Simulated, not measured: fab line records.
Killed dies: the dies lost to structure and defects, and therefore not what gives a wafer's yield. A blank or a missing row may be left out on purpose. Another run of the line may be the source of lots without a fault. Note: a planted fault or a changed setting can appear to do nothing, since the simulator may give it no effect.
Split-lot trial / flow n5Finfet / route with 1938 steps; 7 lots, 21 wafers read

THE SPLIT
At N5_BEOL_M4_TRENCH_ETCH_37 (etches SiOC in C4F6/O2, target depth 55.555 nm, time 29.2 s), the setting biasW was moved away from the recipe's 185 W on 5 of the 21 wafers read, by +5.5% to +17.9%. All remaining wafers had this setting at the recipe value.

Reading taken at the split's own step.

THE READING
rfVppV, in V, at N5_BEOL_M4_TRENCH_ETCH_37 (etches SiOC in C4F6/O2, target depth 55.555 nm, time 29.2 s). A value of 657 V with a standard deviation of 15 V is what fault-free wafers of this fab line usually give.

wafer=L075.1; tool, chamber at the split=rieDiel-05, 2; biasW as run, W=185; against the recipe=recipe; rfVppV, V=660; against lot-mates on the recipe=-
wafer=L075.3; tool, chamber at the split=rieDiel-05, 0; biasW as run, W=185; against the recipe=recipe; rfVppV, V=677; against lot-mates on the recipe=-
wafer=L075.5; tool, chamber at the split=rieDiel-05, 1; biasW as run, W=185; against the recipe=recipe; rfVppV, V=657; against lot-mates on the recipe=-
wafer=L074.2; tool, chamber at the split=rieDiel-04, 3; biasW as run, W=185; against the recipe=recipe; rfVppV, V=658; against lot-mates on the recipe=-
wafer=L074.5; tool, chamber at the split=rieDiel-04, 2; biasW as run, W=218.2; against the recipe=+17.9%; rfVppV, V=741; against lot-mates on the recipe=+83
wafer=L074.6; tool, chamber at the split=rieDiel-04, 3; biasW as run, W=218.2; against the recipe=+17.9%; rfVppV, V=749; against lot-mates on the recipe=+91
wafer=L078.3; tool, chamber at the split=rieDiel-04, 1; biasW as run, W=185; against the recipe=recipe; rfVppV, V=654; against lot-mates on the recipe=-
wafer=L078.5; tool, chamber at the split=rieDiel-04, 2; biasW as run, W=185; against the recipe=recipe; rfVppV, V=650; against lot-mates on the recipe=-
wafer=L078.6; tool, chamber at the split=rieDiel-04, 3; biasW as run, W=185; against the recipe=recipe; rfVppV, V=657; against lot-mates on the recipe=-
wafer=L080.2; tool, chamber at the split=rieDiel-05, 1; biasW as run, W=185; against the recipe=recipe; rfVppV, V=658; against lot-mates on the recipe=-
wafer=L080.4; tool, chamber at the split=rieDiel-05, 1; biasW as run, W=185; against the recipe=recipe; rfVppV, V=658; against lot-mates on the recipe=-
wafer=L080.5; tool, chamber at the split=rieDiel-05, 0; biasW as run, W=185; against the recipe=recipe; rfVppV, V=677; against lot-mates on the recipe=-
wafer=L084.1; tool, chamber at the split=rieDiel-04, 3; biasW as run, W=212.3; against the recipe=+14.8%; rfVppV, V=733; against lot-mates on the recipe=+82
wafer=L084.2; tool, chamber at the split=rieDiel-04, 1; biasW as run, W=185; against the recipe=recipe; rfVppV, V=653; against lot-mates on the recipe=-
wafer=L084.3; tool, chamber at the split=rieDiel-04, 2; biasW as run, W=185; against the recipe=recipe; rfVppV, V=649; against lot-mates on the recipe=-
wafer=L086.1; tool, chamber at the split=rieDiel-06, 3; biasW as run, W=185; against the recipe=recipe; rfVppV, V=628; against lot-mates on the recipe=-
wafer=L086.2; tool, chamber at the split=rieDiel-06, 0; biasW as run, W=195.2; against the recipe=+5.5%; rfVppV, V=684; against lot-mates on the recipe=+56
wafer=L086.4; tool, chamber at the split=rieDiel-06, 2; biasW as run, W=195.2; against the recipe=+5.5%; rfVppV, V=716; against lot-mates on the recipe=+88
wafer=L092.1; tool, chamber at the split=rieDiel-06, 2; biasW as run, W=185; against the recipe=recipe; rfVppV, V=685; against lot-mates on the recipe=-
wafer=L092.3; tool, chamber at the split=rieDiel-06, 0; biasW as run, W=185; against the recipe=recipe; rfVppV, V=656; against lot-mates on the recipe=-
wafer=L092.4; tool, chamber at the split=rieDiel-06, 3; biasW as run, W=185; against the recipe=recipe; rfVppV, V=629; against lot-mates on the recipe=-

THE FIT
A straight line over all 21 wafers: rfVppV changes by +5.1 V for each +1% of biasW; r = +0.90; the points scatter about the line by 15 V.
The same after taking each lot's own level away (the mean of its wafers on the recipe; 21 wafers): +5.33 V for each +1%; r = +0.88; scatter 18 V.
Per that fit: largest biasW move, reading shift of 96 V.
From 628.0 to 664.7 V: that is the span of the lots' own levels, equal to 2.4 times the standard deviation above.
So the lot-to-lot level changes the slope little: the two slopes agree.
Check: with one of the wafers moved furthest among these (+17.9%) left out of the fit, the line predicts +108 V for it against its lot-mates. It came out at +83 V against them.
Tool readings at the split's step, against how far the setting was moved: rfVppV r = +0.90.

THESE WAFERS: OTHER SPLITS
Note: prior to the reading, these wafers also went through further splits. Each is held against what the fit with the lots' levels taken away leaves over:
other split on the same wafers=N5_BEOL_M2_TRENCH_ETCH_37 timeS; wafers away from the commonest value=6; r with rfVppV (lot level and that fit taken away)=+0.43
other split on the same wafers=N5_BEOL_M3_COAT_05 spinRpm; wafers away from the commonest value=8; r with rfVppV (lot level and that fit taken away)=-0.03
other split on the same wafers=N5_BEOL_M3_EXPOSE_08 doseMj; wafers away from the commonest value=7; r with rfVppV (lot level and that fit taken away)=+0.07
other split on the same wafers=N5_BEOL_M4_ILD_DEP_00 timeS; wafers away from the commonest value=7; r with rfVppV (lot level and that fit taken away)=-0.43
other split on the same wafers=N5_BEOL_M4_COAT_05 spinRpm; wafers away from the commonest value=6; r with rfVppV (lot level and that fit taken away)=-0.21

FILE'S OWN FIT
rfVppV changes by +5.57 V for each +1% of biasW, r = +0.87.
